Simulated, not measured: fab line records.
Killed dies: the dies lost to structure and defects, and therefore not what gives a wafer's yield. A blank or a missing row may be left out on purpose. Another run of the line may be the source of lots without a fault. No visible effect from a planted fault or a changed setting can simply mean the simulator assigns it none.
A struck lot beside a sound one / flow n5 finfet / 16 out of 1938 route steps
Sound: the wafers L856.2, L856.4, L856.6. Struck: wafer L869.1 (left out: L869.2, L869.3 of the same lot, which were not struck); the cause appears at the end.
At each step with rows: each side's tool, then ch and its chambers, then its first start. Under that, the readings that differ: sound wafers / struck wafers / difference of the means / sigmas: that difference in standard deviations of wafers without a fault.
alike: readings with means less than 2 such deviations apart, plus words and numbers identical on both sides. not compared: withheld readings, readings lacking a value on some wafer, bounds such as >300 that could conceal the same value, and numbers that have no deviation in the record and whose values overlap.
Wherever a step has rows on one side only, a row that says differs or no value, or a row with sigmas, the two part there. Numbers that have no deviation but don't overlap get no sigmas and don't part them. A reading that every wafer of one side lacks parts them only if that side has two wafers or more.

first, 7 steps without rows for these wafers: N5_FIN_CUT_COAT_29 (time 60 s, resist thk 10 nm); N5_FIN_CUT_COAT_02 (resist thk 30 nm); N5_FIN_CUT_EBR_04; N5_FIN_CUT_SOFTBAKE_03 (time 60 s); N5_FIN_CUT_EXPOSE_05 (exposes mask FIN CUT); N5_FIN_CUT_PEB_06 (peb time 60 s); N5_FIN_CUT_DEVELOP_07 (develop time 30 s).
N5_FIN_CUT_CD_MEAS_08 targets a cd of 29.1 nm.
  sound on cd sem-01 ch 0, day 2 09:10; struck on cd sem-03 ch 0, day 5 18:45
  alike: cd nm
N5_FIN_CUT_OVL_MEAS_09:
  sound on overlay-02 ch 0, day 2 09:12; struck on overlay-01 ch 0, day 5 18:47
  alike: FIN_CUT_OVL
N5_FIN_CUT_INSPECT_10: inspects for defects (brightfield).
  sound on defect inspect-01 at day 2 09:16; struck on defect inspect-02 at day 5 18:50
  alike: raw defect count
N5_FIN_CUT_DESCUM_13: chemistry O2, time 7 s.
  sound on rie diel-04 ch 0,2, day 2 09:17; struck on rie diel-04 ch 0, day 5 18:52
  alike: drypump motor current A, o2 flow sccm, oes product au, rf vpp V, showerhead plenum p Torr, throttle valve pct
  not compared: rf hours counter h
N5_FIN_CUT_ETCH_30: etches underlayer in N2/H2, target depth 13 nm, time 10.4 s.
  sound on rie diel-04 ch 0,2, day 2 09:19; struck on rie diel-04 ch 0, day 5 18:55
  alike: drypump motor current A, etch rf on time s, oes product au, rf vpp V, showerhead plenum p Torr, throttle valve pct
  not compared: rf hours counter h
N5_FIN_CUT_ETCH_20: etches SiARC in CF4, target depth 26 nm, time 43.3 s.
  sound on rie diel-04 ch 0,2, day 2 09:20; struck on rie diel-04 ch 0, day 5 18:56
reading=etch rf on time s (s); sound=42.1 44.0 42.0; struck=50.2; difference=+7.5; sigmas=+5
  alike: cf4 flow sccm, drypump motor current A, oes product au, rf vpp V, showerhead plenum p Torr, throttle valve pct
  not compared: rf hours counter h
N5_FIN_CUT_ETCH_21: etches SOC in N2/H2, target depth 219 nm, overetch 43.8 nm, time 523.5 s.
  sound on rie diel-04 ch 0,2, day 2 09:23; struck on rie diel-04 ch 0, day 5 18:58
reading=rf vpp V (V); sound=237.8 240.7 237.8; struck=242.1; difference=+3.3; sigmas=+3
  alike: drypump motor current A, oes product au, showerhead plenum p Torr, throttle valve pct
  not compared: rf hours counter h
-- the record jumps here: 7 days lie between the struck wafers' starts before and after (it left off in module FIN_CUT and takes up again in module BEOL_M4, whose first step shown is number 1111 of the route) --
N5_BEOL_M4_RC_MEAS_101:
  sound on prober-02 ch 0, day 8 21:24; struck on prober-01 ch 0, day 12 12:41
reading=VT_P (mV); sound=-259 -258 -257; struck=-250; difference=+8; sigmas=+2
  alike: DIBL_N, DIBL_P, IOFF_N, IOFF_P, ION_N, ION_P, SS_N, SS_P, VT_N
-- the record jumps here: 4 days lie between the struck wafers' starts before and after (it left off in module BEOL_M4 and takes up again in module PASSIVATION, whose first step shown is number 1936 of the route) --
N5_PASSIVATION_PROBE_49:
  sound on prober-01 at day 13 13:55; struck on prober-01 at day 16 17:56
  alike: defect limited yield, killed_at_M0_to_M3, killed_at_M4_up, killed at contacts, killed at front end, killed at other, killed dies, killed open, killed short, sort_bin_4_leakage, sort_bin_5_function, sort_bin_6_memory, sort_bin_8_speed, sort n pass, sort yield pct

== WHERE THEY PART ==
At N5_FIN_CUT_ETCH_20 first; at N5_BEOL_M4_RC_MEAS_101 last (within this record only). Later steps at which nothing parts them and some readings are alike: N5_PASSIVATION_PROBE_49.

WHY: what had been put in by the simulator
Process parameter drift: rie diel-04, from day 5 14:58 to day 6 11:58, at N5_FIN_CUT_ETCH_20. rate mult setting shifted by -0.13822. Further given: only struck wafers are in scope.
